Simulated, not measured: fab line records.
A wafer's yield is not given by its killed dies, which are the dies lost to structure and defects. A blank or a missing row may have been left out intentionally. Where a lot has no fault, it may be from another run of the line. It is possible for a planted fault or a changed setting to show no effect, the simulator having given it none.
Matching of chambers | flow nandHarc | NHARC_A_STAIRCASE_ALD_420 on aldHk-04: 4 sister chambers
The step deposits SiO2, target thk 20 nm, pulse time 6 s, ald cycles 200. 8 wafers are shown with their chamber, then 7 later ones without.

WAFERS, EACH WITH ITS CHAMBER
wafer  | chamber | heaterPowerW (W) | susceptorTempC (C)
L234.6 | 1       | 404              | 300.00
L236.1 | 0       | 446              | 300.17
L236.5 | 1       | 405              | 300.02
L238.2 | 2       | 390              | 299.90
L238.5 | 0       | 445              | 300.39
L238.6 | 3       | 561              | 300.04
L241.2 | 2       | 392              | 299.89
L241.3 | 3       | 566              | 299.92

WAFERS WITHOUT THEIR CHAMBER
wafer  | heaterPowerW (W) | susceptorTempC (C)
L241.6 | 438              | 299.95
L245.1 | 394              | 299.92
L245.3 | 401              | 300.02
L245.4 | 448              | 299.70
L253.1 | 574              | 300.23
L253.4 | 413              | 299.72
L253.5 | 424              | 300.05

THE CHAMBER EACH PASSED THROUGH
wafer  | from the rows above     | in truth
L241.6 | 0                       | 0
L245.1 | 2                       | 2
L245.3 | 1                       | 1
L245.4 | 0                       | 0
L253.1 | 3                       | 3
L253.4 | 1                       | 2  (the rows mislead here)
L253.5 | can't be placed: 1 or 0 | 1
Correct placement for 5 of the 7. From these rows, 1 cannot be placed; in 1 the true chamber is one of the candidates. Placed wrongly: 1.
How it was worked out, from the rows above alone: a wafer's distance from a chamber is the root of the sum, over the readings, of the square of ((its reading less the chamber's mean) divided by the reading's scatter). The wafer belongs to the nearest chamber; if the next one is less than 2 further off, it can't be placed. For every chamber, the mean is computed from those of its wafers that are shown. The scatter: the root of (the sum of the squares of (reading less its chamber's mean) over the shown wafers, divided by (wafers less chambers)).
